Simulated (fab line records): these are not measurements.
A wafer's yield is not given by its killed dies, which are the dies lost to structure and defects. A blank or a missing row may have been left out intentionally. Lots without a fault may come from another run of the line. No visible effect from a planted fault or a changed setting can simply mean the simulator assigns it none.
What tool caused it? || flow n5_finfet || 33 wafers sampled from 11 lots at 1 step of a route of 1938

== WHAT THE GAUGES SHOWED, per wafer ==
N5_BEOL_M15_CD_MEAS_28: target cd 407.6 nm.
{"lot": "L928", "measured": "day 12 06:28", "on": "cd_sem-02", "cd_nm (nm)": "407.0 407.7 406.6"}
{"lot": "L927", "measured": "day 12 09:02", "on": "cd_sem-02", "cd_nm (nm)": "407.4 407.8 408.4"}
{"lot": "L931", "measured": "day 12 22:16", "on": "cd_sem-01", "cd_nm (nm)": "408.0 408.6 405.5"}
{"lot": "L930", "measured": "day 12 23:36", "on": "cd_sem-02", "cd_nm (nm)": "409.0 407.7 406.3"}
{"lot": "L933", "measured": "day 13 14:51", "on": "cd_sem-01", "cd_nm (nm)": "410.1 410.3 407.6"}
{"lot": "L934", "measured": "day 14 00:17", "on": "cd_sem-02", "cd_nm (nm)": "406.8 407.8 408.3"}
{"lot": "L935", "measured": "day 14 08:50", "on": "cd_sem-01", "cd_nm (nm)": "408.9 408.6 409.8"}
{"lot": "L937", "measured": "day 14 09:13", "on": "cd_sem-02", "cd_nm (nm)": "408.4 406.4 411.3"}
{"lot": "L944", "measured": "day 16 16:57", "on": "cd_sem-03", "cd_nm (nm)": "410.4 407.8 410.5"}
{"lot": "L947", "measured": "day 17 13:47", "on": "cd_sem-03", "cd_nm (nm)": "411.4 412.0 410.6"}
{"lot": "L948", "measured": "day 17 17:49", "on": "cd_sem-02", "cd_nm (nm)": "412.2 410.2 410.2"}

== TOOL THAT RAN EACH LOT (tool first, then ch and the chambers of the sampled wafers, then the start) ==
There is no process step in the record ahead of these readings.

== AS READ BY THE TOOLS THEMSELVES (means over the sampled wafers that have a number; for cases with no such wafer, the mark the record gives instead) ==
The record holds no such reading with a usual standard deviation.

== THE ANSWER, worked out from the rows above alone ==
Rule: what is usual is taken from the lots themselves. Put in order of their means at a reading, lots are off if they are a third of the lots or fewer, leave a main group of 4 or more, and stand apart from it by a gap of 3 or more times the standard deviation of the main group's means; of several such gaps the widest counts. A main group whose means are all the same, to the digits that the tables above print for the reading, isn't used. Also off: a lot with no number at a reading for which 4 or more lots have one. All remaining lots with rows at the step are treated as sound. The gauges are gone through in route order, then the tools' own readings, and for those a lot's mean is taken as printed above. At the first step where some lot is off, the reading lying furthest off is the one used; lots without a number count as furthest.
Nothing can be told from this: no lot is off at any reading shown.

== WHAT THE SIMULATOR HAD PUT IN ==
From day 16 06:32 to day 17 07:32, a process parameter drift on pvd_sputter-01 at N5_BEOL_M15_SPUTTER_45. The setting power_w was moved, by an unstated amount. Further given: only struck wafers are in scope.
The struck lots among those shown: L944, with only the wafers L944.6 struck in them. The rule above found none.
